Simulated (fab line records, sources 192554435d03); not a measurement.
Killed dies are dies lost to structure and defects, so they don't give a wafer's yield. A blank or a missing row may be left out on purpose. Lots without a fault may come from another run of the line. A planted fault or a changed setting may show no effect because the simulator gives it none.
Chamber matching | flow n5_finfet | N5_BEOL_M1_ETCH_70 on rie_diel-01: 4 sister chambers
The step etches SOC in N2/H2, target depth 80 nm, overetch 16 nm, time 120 s. 7 wafers are shown with their chamber, then 6 later ones without.

WAFERS WITH THEIR CHAMBER
wafer  | chamber | throttle_valve_pct (%) | showerhead_plenum_p_Torr (Torr)
L515.3 | 1       | 18.19                  | 2.41
L515.5 | 2       | 18.02                  | 2.58
L528.4 | 2       | 18.08                  | 2.57
L528.5 | 0       | 17.76                  | 2.49
L530.4 | 3       | 17.68                  | 2.59
L530.5 | 0       | 17.77                  | 2.49
L530.6 | 1       | 17.79                  | 2.72

WAFERS WITHOUT THEIR CHAMBER
wafer  | throttle_valve_pct (%) | showerhead_plenum_p_Torr (Torr)
L531.3 | 17.69                  | 2.59
L531.4 | 17.81                  | 2.72
L531.6 | 17.82                  | 2.72
L532.3 | 17.83                  | 2.71
L532.4 | 18.10                  | 2.56
L532.5 | 17.78                  | 2.48

WHICH CHAMBER EACH WENT THROUGH
wafer  | from the rows above               | in truth
L531.3 | can't be placed: 3 or 0 or 1      | 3
L531.4 | can't be placed: 3 or 1 or 0 or 2 | 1
L531.6 | can't be placed: 3 or 1 or 2 or 0 | 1
L532.3 | can't be placed: 3 or 1 or 2 or 0 | 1
L532.4 | can't be placed: 2 or 1 or 0      | 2
L532.5 | can't be placed: 0 or 3 or 1 or 2 | 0
Placed correctly: 0 of 6. Can't be placed from these rows: 6 (the true chamber is among the candidates in 6). Placed wrongly: 0.
How it was worked out, from the rows above alone: a wafer's distance from a chamber is the root of the sum, over the readings, of the square of ((its reading less the chamber's mean) divided by the reading's scatter). The wafer belongs to the nearest chamber; if the next one is less than 2 further off, it can't be placed. A chamber's mean is the mean of its shown wafers. The scatter: the root of (the sum of the squares of (reading less its chamber's mean) over the shown wafers, divided by (wafers less chambers)).
